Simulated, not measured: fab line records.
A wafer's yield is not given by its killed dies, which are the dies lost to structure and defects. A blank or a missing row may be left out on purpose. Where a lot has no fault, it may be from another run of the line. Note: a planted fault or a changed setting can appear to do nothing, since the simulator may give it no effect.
Problem report, 8D (eight disciplines) form, completed by code :: flow n5Finfet :: the parts of the form that need people (team, actions taken, sign-off) are left out

== 1. THE PROBLEM ==
N5_BEOL_M4_CD_MEAS_11, cdNm: mean 11.68 nm on 3 wafers (1 lot); fault-free wafers 16.73 nm, standard deviation 0.25. That is -20 standard deviations from the usual mean.
The step: target cd 16.79 nm.
Earliest sighting: wafer L565.2 on cdSem-02 at day 12 02:10. Wafers with a number at this step in the record: 25, from 10 lots. Rule for "out" (also "out of limits"): further than 4 standard deviations from the usual mean. The rest of the wafers with a number are treated as sound.

== 2. WHAT IT IS; WHAT IT IS NOT ==
question: which readings at this step
is: cdNm
is not: -

question: which lots
is: L565
is not: L549, L556, L557, L558, L560, L563, L564, L569, L572

question: which wafers of those lots
is: all that have a number
is not: -

question: read on which gauges
is: cdSem-02
is not: cdSem-01, cdSem-03

question: when
is: from day 12 02:10
is not: up to then (17 sound wafers); but 5 sound wafers of L569, L572 came after

== 3. THE SUSPECTS, EACH WITH WHAT RULES IT OUT ==
Counting: any tool at a process step up to the reading is kept as a suspect provided that every lot that is out went through it and no sound lot did after the first of them.
- the gauge at N5_BEOL_M4_CD_MEAS_11 has been ruled out. All the wafers that are out were read on cdSem-02, but those of them that N5_BEOL_M4_EXPOSE_08 has rows for are out there too, on other tools.
- pvdSputter-03 at N5_BEOL_M4_HM_DEP_02 (deposits TiN, target thk 20 nm): ruled out as a lasting fault. Sound lots L572 ran on it after its first lot that is out, L565 (day 12 01:38).
- euvScanner-02 at N5_BEOL_M4_EXPOSE_08 (exposes mask M4): kept. It ran the lot that is out, L565 (day 12 02:02), and no sound lot after that; its last sound lot up to then is L564 (day 11 22:05). Its own exposureDoseMJCm2 readings are out on those wafers.
The count leaves euvScanner-02 at N5_BEOL_M4_EXPOSE_08.

== 4. THE CAUSE (what the simulator had put in) ==
Process parameters drifting: euvScanner-02 at N5_BEOL_M4_EXPOSE_08, beginning at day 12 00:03. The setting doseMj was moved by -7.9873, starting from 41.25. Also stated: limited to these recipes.
The count eliminated every tool but this one.

== 5. SEQUENCE OF EFFECTS, ordered by route ==
Each row: a reading whose mean over the struck wafers that have a number lies more than 3 standard deviations from the usual. Scope: only readings with a usual standard deviation given in the record; hours: median across lots of the time from each lot's start at the first step in this table that gives one to its start at this step; sigmas: change in usual standard deviations.
hours: 0
step: N5_BEOL_M4_EXPOSE_08
reading: exposureDoseMJCm2
usual: 41.6
on struck wafers: 34.2
change: -7.4
sigmas: -14

hours: 0
step: N5_BEOL_M4_CD_MEAS_11
reading: cdNm
usual: 16.73 nm
on struck wafers: 11.68
change: -5.05
sigmas: -20

hours: 1
step: N5_BEOL_M4_CD_MEAS_18
reading: cdNm
usual: 17.9 nm
on struck wafers: 12.6
change: -5.3
sigmas: -13

hours: 114
step: N5_PASSIVATION_PROBE_49
reading: defectLimitedYield
usual: 91.2 %
on struck wafers: 0.0
change: -91.2
sigmas: -61

hours: 114
step: N5_PASSIVATION_PROBE_49
reading: killed_at_M4_up
usual: 13
on struck wafers: 1083
change: +1070
sigmas: +99 or more

hours: 114
step: N5_PASSIVATION_PROBE_49
reading: killedDies
usual: 104
on struck wafers: 1180
change: +1076
sigmas: +63

hours: 114
step: N5_PASSIVATION_PROBE_49
reading: killedOnRim
usual: 14
on struck wafers: 152
change: +138
sigmas: +38

hours: 114
step: N5_PASSIVATION_PROBE_49
reading: sortNPass
usual: 1076
on struck wafers: 0
change: -1076
sigmas: -63

hours: 114
step: N5_PASSIVATION_PROBE_49
reading: sortYieldPct
usual: 91.2 %
on struck wafers: 0.0
change: -91.2
sigmas: -61
It contains these process steps:
- N5_BEOL_M4_EXPOSE_08: exposes mask M4.
- N5_PASSIVATION_PROBE_49

== 6. WHAT WOULD HAVE CAUGHT IT SOONER ==
In this record the first reading out of limits at a measuring or inspecting step was taken at day 12 02:10, 2 hours after the fault began at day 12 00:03.
Tool's own readings at N5_BEOL_M4_EXPOSE_08, exposureDoseMJCm2: out on all struck wafers the step has rows for; an alarm limit on them would have tripped on the first.
The start of N5_BEOL_M4_EXPOSE_08 on euvScanner-02 came by day 12 02:10 for every one of the lots that are out (1). None of them would have been spared by holding the tool at that moment.
